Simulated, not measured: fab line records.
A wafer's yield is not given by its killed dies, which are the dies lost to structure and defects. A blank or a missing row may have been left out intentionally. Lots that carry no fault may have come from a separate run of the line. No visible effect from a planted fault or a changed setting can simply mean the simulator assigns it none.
Matching of chambers    flow n5Finfet    N5_BEOL_M11_ETCH_66 on rieDiel-05: 4 sister chambers
The step etches SOC in N2/H2, target depth 120 nm, overetch 24 nm, time 180 s. 4 wafers are shown with their chamber, then 8 later ones without.

== WAFERS WITH THEIR CHAMBER ==
wafer   chamber  showerheadPlenumPTorr (Torr)
L079.1  1        2.64
L084.5  3        2.59
L084.6  2        2.48
L090.1  0        2.60

== WAFERS WHOSE CHAMBER IS MISSING ==
wafer   showerheadPlenumPTorr (Torr)
L090.2  2.47
L090.4  2.63
L092.1  2.47
L092.3  2.59
L092.4  2.63
L096.3  2.57
L096.5  2.62
L096.6  2.59

== EACH ONE'S CHAMBER ==
wafer   from the rows above           in truth
L090.2  2                             2
L090.4  can't be placed: 1 or 0       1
L092.1  2                             2
L092.3  can't be placed: 3 or 0       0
L092.4  can't be placed: 1 or 0       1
L096.3  can't be placed: 3 or 0       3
L096.5  can't be placed: 0 or 1 or 3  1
L096.6  can't be placed: 3 or 0       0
Correct placement for 2 of the 8. From these rows, 6 cannot be placed; in 6 the true chamber is one of the candidates. Wrongly placed: 0.
How it was worked out, from the rows above alone: a wafer's distance from a chamber is the root of the sum, over the readings, of the square of ((its reading less the chamber's mean) divided by the reading's scatter). If the next closest chamber is less than 2 further off than the closest, the wafer can't be placed; otherwise it belongs to the closest. Each chamber's mean is taken over the wafers shown for it. The scatter (one wafer shown for each chamber): square how far every hidden wafer sits from the nearest shown wafer, average those squares and take the square root.
